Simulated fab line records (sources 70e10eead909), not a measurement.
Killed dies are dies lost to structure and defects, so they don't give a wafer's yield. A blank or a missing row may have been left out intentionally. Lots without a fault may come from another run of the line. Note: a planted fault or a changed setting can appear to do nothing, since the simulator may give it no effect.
Chamber matching | flow nand_harc | rie_diel-02 running NHARC_P_CONTACT_ETCH_35: 4 sister chambers
The step etches the open film in CF4, target depth 39 nm, time 65 s. 4 wafers are shown with their chamber, then 9 later ones without.

== WAFERS, EACH WITH ITS CHAMBER ==
wafer  | chamber | drypump_motor_current_A (A)
L086.1 | 0       | 6.3
L091.1 | 1       | 5.1
L091.2 | 2       | 5.3
L091.4 | 3       | 5.8

== WAFERS WITHOUT THEIR CHAMBER ==
wafer  | drypump_motor_current_A (A)
L094.2 | 6.3
L094.3 | 5.2
L094.4 | 5.8
L095.1 | 6.3
L095.2 | 5.8
L095.3 | 5.1
L096.1 | 6.3
L096.2 | 5.8
L096.5 | 5.8

== THE CHAMBER EACH PASSED THROUGH ==
wafer  | from the rows above     | in truth
L094.2 | 0                       | 0
L094.3 | can't be placed: 2 or 1 | 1
L094.4 | 3                       | 3
L095.1 | 0                       | 0
L095.2 | 3                       | 3
L095.3 | 1                       | 1
L096.1 | 0                       | 0
L096.2 | 3                       | 3
L096.5 | 3                       | 3
8 of 9 placed correctly. Cannot be placed on the basis of these rows: 1; the candidates contain the true chamber in 1. Wrongly placed: 0.
How it was worked out, from the rows above alone: a wafer's distance from a chamber is the root of the sum, over the readings, of the square of ((its reading less the chamber's mean) divided by the reading's scatter). If the next closest chamber is less than 2 further off than the closest, the wafer can't be placed; otherwise it belongs to the closest. A chamber's mean is the mean of its shown wafers. The scatter: root of mean squared gap, hidden wafer to nearest shown wafer, with one shown wafer a chamber.
